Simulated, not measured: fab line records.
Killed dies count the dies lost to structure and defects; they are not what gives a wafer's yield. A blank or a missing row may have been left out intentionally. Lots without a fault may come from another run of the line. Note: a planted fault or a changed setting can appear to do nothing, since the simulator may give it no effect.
Lot-split experiment || flow n5 finfet || on a route of 1938 steps: 7 lots, 21 wafers read

== ABOUT THE SPLIT ==
At N5_BEOL_M4_ETCH_64 (etches SOC in N2/H2, target depth 75 nm, overetch 22.5 nm, time 121.9 s), the setting bias w was moved away from the recipe's 150 W on 10 of the 21 wafers read, by -8.8% to +11.9%. This setting was run at the recipe's value on the other wafers.

The reading comes from the split's own step.

== THE READING ==
rf vpp V, in V, at N5_BEOL_M4_ETCH_64 (etches SOC in N2/H2, target depth 75 nm, overetch 22.5 nm, time 121.9 s). A value of 524.2 V with a standard deviation of 2.9 V is what fault-free wafers of this fab line usually give.

{"wafer": "L078.2", "tool, chamber at the split": "rie diel-04, 2", "bias w as run, W": 150, "against the recipe": "recipe", "rf vpp V, V": 521.5, "against lot-mates on the recipe": "-"}
{"wafer": "L078.3", "tool, chamber at the split": "rie diel-04, 3", "bias w as run, W": 136.8, "against the recipe": "-8.8%", "rf vpp V, V": 494.8, "against lot-mates on the recipe": -26.7}
{"wafer": "L078.5", "tool, chamber at the split": "rie diel-04, 2", "bias w as run, W": 136.8, "against the recipe": "-8.8%", "rf vpp V, V": 493.5, "against lot-mates on the recipe": -28.0}
{"wafer": "L081.1", "tool, chamber at the split": "rie diel-02, 1", "bias w as run, W": 160.1, "against the recipe": "+6.7%", "rf vpp V, V": 548.5, "against lot-mates on the recipe": "+20.7"}
{"wafer": "L081.2", "tool, chamber at the split": "rie diel-02, 2", "bias w as run, W": 150, "against the recipe": "recipe", "rf vpp V, V": 527.8, "against lot-mates on the recipe": "-"}
{"wafer": "L081.4", "tool, chamber at the split": "rie diel-02, 0", "bias w as run, W": 160.1, "against the recipe": "+6.7%", "rf vpp V, V": 541.1, "against lot-mates on the recipe": "+13.3"}
{"wafer": "L084.1", "tool, chamber at the split": "rie diel-02, 2", "bias w as run, W": 167.8, "against the recipe": "+11.9%", "rf vpp V, V": 566.2, "against lot-mates on the recipe": "+45.5"}
{"wafer": "L084.3", "tool, chamber at the split": "rie diel-02, 0", "bias w as run, W": 150, "against the recipe": "recipe", "rf vpp V, V": 520.7, "against lot-mates on the recipe": "-"}
{"wafer": "L084.6", "tool, chamber at the split": "rie diel-02, 3", "bias w as run, W": 167.8, "against the recipe": "+11.9%", "rf vpp V, V": 559.4, "against lot-mates on the recipe": "+38.7"}
{"wafer": "L087.1", "tool, chamber at the split": "rie diel-02, 3", "bias w as run, W": 150, "against the recipe": "recipe", "rf vpp V, V": 519.2, "against lot-mates on the recipe": "-"}
{"wafer": "L087.3", "tool, chamber at the split": "rie diel-02, 2", "bias w as run, W": 150, "against the recipe": "recipe", "rf vpp V, V": 526.5, "against lot-mates on the recipe": "-"}
{"wafer": "L087.4", "tool, chamber at the split": "rie diel-02, 1", "bias w as run, W": 150, "against the recipe": "recipe", "rf vpp V, V": 526.1, "against lot-mates on the recipe": "-"}
{"wafer": "L090.1", "tool, chamber at the split": "rie diel-05, 3", "bias w as run, W": 150, "against the recipe": "recipe", "rf vpp V, V": 526.3, "against lot-mates on the recipe": "-"}
{"wafer": "L090.3", "tool, chamber at the split": "rie diel-05, 0", "bias w as run, W": 143, "against the recipe": "-4.7%", "rf vpp V, V": 508.8, "against lot-mates on the recipe": -16.9}
{"wafer": "L090.5", "tool, chamber at the split": "rie diel-05, 2", "bias w as run, W": 150, "against the recipe": "recipe", "rf vpp V, V": 525.1, "against lot-mates on the recipe": "-"}
{"wafer": "L094.3", "tool, chamber at the split": "rie diel-04, 0", "bias w as run, W": 167.4, "against the recipe": "+11.6%", "rf vpp V, V": 566.5, "against lot-mates on the recipe": "+44.5"}
{"wafer": "L094.5", "tool, chamber at the split": "rie diel-04, 1", "bias w as run, W": 167.4, "against the recipe": "+11.6%", "rf vpp V, V": 559.3, "against lot-mates on the recipe": "+37.3"}
{"wafer": "L094.6", "tool, chamber at the split": "rie diel-04, 2", "bias w as run, W": 150, "against the recipe": "recipe", "rf vpp V, V": 522.0, "against lot-mates on the recipe": "-"}
{"wafer": "L089.1", "tool, chamber at the split": "rie diel-05, 2", "bias w as run, W": 150, "against the recipe": "recipe", "rf vpp V, V": 525.8, "against lot-mates on the recipe": "-"}
{"wafer": "L089.2", "tool, chamber at the split": "rie diel-05, 0", "bias w as run, W": 150, "against the recipe": "recipe", "rf vpp V, V": 526.3, "against lot-mates on the recipe": "-"}
{"wafer": "L089.3", "tool, chamber at the split": "rie diel-05, 3", "bias w as run, W": 141.5, "against the recipe": "-5.7%", "rf vpp V, V": 508.1, "against lot-mates on the recipe": -17.9}

THE FIT
A straight line over all 21 wafers: rf vpp V changes by +3.28 V for each +1% of bias w; r = +0.99; the points scatter about the line by 3 V.
The same after taking each lot's own level away (the mean of its wafers on the recipe; 21 wafers): +3.34 V for each +1%; r = +0.99; scatter 3.3 V.
On that fit, the largest move of bias w shifts the reading by 40 V.
The span of the lots' own levels, 520.70 to 527.80 V, comes to 2.4 times the standard deviation stated above.
The two slopes are in agreement: the lot-to-lot level therefore moves the slope only a little.
Check: for one of the wafers moved furthest among these (+11.9%), held out of the fit, the line's prediction against its lot-mates is +38.4 V. It came out at +45.5 V against them.
Tool readings at the split's step, against how far the setting was moved: rf vpp V r = +0.99.

== THE OTHER SPLITS THESE WAFERS WENT THROUGH ==
These wafers also went through other splits before the reading. Each is held against what the fit with the lots' levels taken away leaves over:
{"other split on the same wafers": "N5_BEOL_M0_SAQP_DESCUM_45 time s", "wafers away from the commonest value": 11, "r with rf vpp V (lot level and that fit taken away)": -0.12}
{"other split on the same wafers": "N5_BEOL_M3_EXPOSE_25 dose mj", "wafers away from the commonest value": 5, "r with rf vpp V (lot level and that fit taken away)": "+0.63"}
{"other split on the same wafers": "N5_BEOL_M3_ALD_98 ald cycles", "wafers away from the commonest value": 7, "r with rf vpp V (lot level and that fit taken away)": "+0.18"}
{"other split on the same wafers": "N5_BEOL_M3_ETCH_41 target depth a", "wafers away from the commonest value": 5, "r with rf vpp V (lot level and that fit taken away)": "+0.00"}

== THE WHOLE CHAIN: every reading that the file lists as answering this split, in the file's order ==
{"step": "N5_BEOL_M4_ETCH_64", "what it does": "etches SOC in N2/H2, target depth 75 nm, overetch 22.5 nm, time 121.9 s", "reading": "rf vpp V", "change (the file's fit)": "+3.34 V for each +1% of the setting", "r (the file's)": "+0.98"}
{"step": "N5_BEOL_M4_ETCH_64", "what it does": "etches SOC in N2/H2, target depth 75 nm, overetch 22.5 nm, time 121.9 s", "reading": "SiARC_of_BEOL_M4_COAT_62.thk nm (the simulator's own value, which no gauge read)", "change (the file's fit)": "-0.0705 nm for each +1% of the setting", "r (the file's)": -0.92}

== THE FILE'S OWN FIT ==
rf vpp V changes by +3.34 V for each +1% of bias w, r = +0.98.
